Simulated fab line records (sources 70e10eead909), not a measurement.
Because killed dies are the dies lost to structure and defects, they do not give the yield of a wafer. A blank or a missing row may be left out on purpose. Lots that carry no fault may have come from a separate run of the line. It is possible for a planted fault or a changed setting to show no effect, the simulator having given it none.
A single fault, viewed from 2 desks + flow nandHarc + numbers are kept per desk, each desk with only its own; the story behind them comes last

## METROLOGY DESK
Means of the sampled wafers that have a number, per lot and without regard to the tool the lot ran on: this is what the gauges read. Any lot whose mean is over 4 standard deviations away from the usual mean is out of limits and marked OUT; that distance is given in the brackets.
Columns: A = overlayXNm at NHARC_P_CONTACT_OVL_MEAS_13, usual -0.1 nm; B = overlayYNm at NHARC_P_CONTACT_OVL_MEAS_13, usual 0.1 nm
| lot  | first seen here | A    | B    |
|------|-----------------|------|------|
| L290 | day 6 07:18     | -0.4 | 0.6  |
| L291 | day 6 20:19     | -0.8 | -0.8 |
| L294 | day 8 01:34     | 0.2  | -0.8 |
| L295 | day 8 06:23     | -0.6 | 0.6  |
| L298 | day 9 07:46     | 1.5  | -0.6 |
| L299 | day 9 20:02     | 0.4  | 0.7  |
| L300 | day 10 08:29    | 0.5  | 0.1  |
| L301 | day 10 22:10    | -0.9 | -0.1 |
| L303 | day 12 00:02    | 1.0  | 1.0  |
| L302 | day 12 00:46    | -0.8 | -0.5 |
| L304 | day 12 01:38    | -0.0 | -0.1 |
| L312 | day 15 11:06    | -0.7 | -0.3 |
This desk's verdict: no lot among the 12 shows anything out of limits.

## THE DEFECT DESK
For each lot, the counts of the inspections along the route, averaged over the sampled wafers that have a number. Any lot whose mean is over 4 standard deviations away from the usual mean is out of limits and marked OUT; that distance is given in the brackets.
Columns: A = rawDefectCount at NHARC_P_GATE_INSPECT_68, usual 199
| lot  | first seen here | A              |
|------|-----------------|----------------|
| L290 | day 6 05:36     | 161            |
| L291 | day 6 18:37     | 219            |
| L294 | day 7 23:52     | 163            |
| L295 | day 8 04:41     | 112            |
| L298 | day 9 06:11     | 212            |
| L299 | day 9 18:27     | 196            |
| L300 | day 10 06:55    | 196            |
| L301 | day 10 20:28    | 341            |
| L303 | day 11 22:28    | 567 (+5.1) OUT |
| L302 | day 11 23:10    | 174            |
| L304 | day 11 23:56    | 694 (+6.9) OUT |
| L312 | day 15 09:32    | 134            |
This desk's finding: out of limits on L303, L304; first on L303, day 11 22:28 (rawDefectCount at NHARC_P_GATE_INSPECT_68). L290, L291, L294, L295, L298, L299, L300, L301, L302, L312 stayed within limits.

## PUT TOGETHER
The defect desk could have raised an alarm at day 11 22:28, on L303, L304.
At the metrology desk, nothing out of limits was observed.
The metrology desk holds a record of L303, L304, inside its limits.
All the named lots went through NHARC_P_GATE_ETCH_77 on wetBench-02.

## WHAT HAD BEEN PUT IN BY THE SIMULATOR
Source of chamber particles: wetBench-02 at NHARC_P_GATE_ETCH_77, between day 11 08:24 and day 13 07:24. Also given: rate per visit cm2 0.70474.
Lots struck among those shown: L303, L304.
Hours from the fault's start to each desk's first reading out of limits: the defect desk, 14.
